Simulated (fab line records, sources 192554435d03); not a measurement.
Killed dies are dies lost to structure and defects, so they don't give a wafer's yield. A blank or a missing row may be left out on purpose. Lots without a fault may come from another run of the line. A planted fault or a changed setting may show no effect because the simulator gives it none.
Chamber matching | flow n5_finfet | N5_BEOL_M14_STRIP_37 on rie_diel-02: 4 sister chambers
The step strips in O2. 18 wafers are shown with their chamber, then 9 later ones without.

WAFERS WITH THEIR CHAMBER
wafer  | chamber | drypump_motor_current_A (A) | throttle_valve_pct (%) | showerhead_plenum_p_Torr (Torr)
L078.3 | 3       | 6.1                         | 17.21                  | 1.98
L078.5 | 1       | 5.0                         | 16.70                  | 1.98
L078.6 | 0       | 5.9                         | 16.94                  | 1.98
L077.2 | 3       | 6.1                         | 17.24                  | 1.98
L077.5 | 1       | 5.0                         | 16.72                  | 1.98
L077.6 | 0       | 5.9                         | 16.95                  | 1.98
L087.1 | 2       | 6.1                         | 17.20                  | 2.16
L087.2 | 1       | 5.0                         | 16.74                  | 1.98
L087.3 | 3       | 6.1                         | 17.22                  | 1.97
L087.4 | 2       | 6.1                         | 17.23                  | 2.16
L087.5 | 3       | 6.1                         | 17.23                  | 1.97
L087.6 | 1       | 5.0                         | 16.70                  | 1.98
L086.1 | 3       | 6.1                         | 17.29                  | 1.97
L086.2 | 1       | 5.0                         | 16.73                  | 1.98
L086.3 | 0       | 5.9                         | 16.50                  | 2.24
L090.3 | 0       | 5.9                         | 16.49                  | 2.24
L090.5 | 2       | 6.2                         | 17.27                  | 2.16
L090.6 | 0       | 5.9                         | 16.50                  | 2.24

SIGNATURES (means of the wafers above)
reading                  | chamber 0 | chamber 1 | chamber 2 | chamber 3 | scatter within a chamber
drypump_motor_current_A  | 5.900     | 5.000     | 6.133     | 6.100     | 0.0218
throttle_valve_pct       | 16.6760   | 16.7180   | 17.2333   | 17.2380   | 0.133
showerhead_plenum_p_Torr | 2.1360    | 1.9800    | 2.1600    | 1.9740    | 0.0762
Rule: a wafer's distance from a chamber is the root of the sum, over the readings, of the square of ((its reading less the chamber's mean) divided by the reading's scatter). The wafer belongs to the nearest chamber; if the next one is less than 2 further off, it can't be placed. The scatter: the root of (the sum of the squares of (reading less its chamber's mean) over the shown wafers, divided by (wafers less chambers)).

WAFERS WITHOUT THEIR CHAMBER
wafer  | drypump_motor_current_A (A) | throttle_valve_pct (%) | showerhead_plenum_p_Torr (Torr)
L097.1 | 6.1                         | 16.79                  | 2.23
L097.2 | 5.9                         | 16.54                  | 2.23
L097.3 | 5.0                         | 16.29                  | 2.23
L097.4 | 5.0                         | 16.30                  | 2.23
L097.5 | 5.9                         | 16.55                  | 2.24
L097.6 | 6.1                         | 16.84                  | 2.23
L096.3 | 5.9                         | 16.54                  | 2.23
L096.4 | 6.1                         | 16.83                  | 2.23
L096.5 | 5.9                         | 16.55                  | 2.23

WHICH CHAMBER EACH WENT THROUGH
wafer  | from the rows above     | in truth
L097.1 | can't be placed: 2 or 3 | 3
L097.2 | 0                       | 0
L097.3 | 1                       | 1
L097.4 | 1                       | 1
L097.5 | 0                       | 0
L097.6 | can't be placed: 2 or 3 | 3
L096.3 | 0                       | 0
L096.4 | can't be placed: 2 or 3 | 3
L096.5 | 0                       | 0
Placed correctly: 6 of 9. Can't be placed from these rows: 3 (the true chamber is among the candidates in 3). Placed wrongly: 0.
